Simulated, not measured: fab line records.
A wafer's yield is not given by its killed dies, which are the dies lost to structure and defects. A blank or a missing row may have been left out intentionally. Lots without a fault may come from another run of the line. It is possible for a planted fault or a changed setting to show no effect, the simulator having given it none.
Chamber matching	flow n5Finfet	N5_BEOL_M0_STRIP_142 on rieDiel-04: 4 sister chambers
The step strips in N2/H2, time 10 s. 8 wafers are shown with their chamber, then 9 later ones without.

WAFERS, EACH WITH ITS CHAMBER
wafer	chamber	showerheadPlenumPTorr (Torr)	drypumpMotorCurrentA (A)
L083.2	1	2.60	6.07
L083.5	3	2.71	6.03
L086.2	0	2.50	5.44
L086.3	2	2.41	5.46
L086.4	3	2.70	6.03
L087.1	1	2.59	6.04
L087.2	2	2.41	5.46
L087.6	0	2.50	5.50

WAFERS WITHOUT THEIR CHAMBER
wafer	showerheadPlenumPTorr (Torr)	drypumpMotorCurrentA (A)
L090.2	2.41	5.46
L090.3	2.50	5.46
L090.4	2.59	6.04
L093.1	2.41	5.45
L093.2	2.70	6.03
L093.4	2.59	6.04
L097.1	2.69	6.01
L097.5	2.49	5.40
L097.6	2.58	6.06

EACH ONE'S CHAMBER
wafer	from the rows above	in truth
L090.2	2	2
L090.3	0	0
L090.4	1	1
L093.1	2	2
L093.2	3	3
L093.4	1	1
L097.1	3	3
L097.5	0	0
L097.6	1	1
9 of 9 placed correctly. Number that these rows cannot place: 0. Number placed wrongly: 0.
How it was worked out, from the rows above alone: a wafer's distance from a chamber is the root of the sum, over the readings, of the square of ((its reading less the chamber's mean) divided by the reading's scatter). If the next closest chamber is less than 2 further off than the closest, the wafer can't be placed; otherwise it belongs to the closest. The mean given for a chamber averages the wafers shown for that chamber. The scatter: take each reading less its chamber's mean, square it, sum over the shown wafers, divide by the number of wafers less the number of chambers, and take the root.
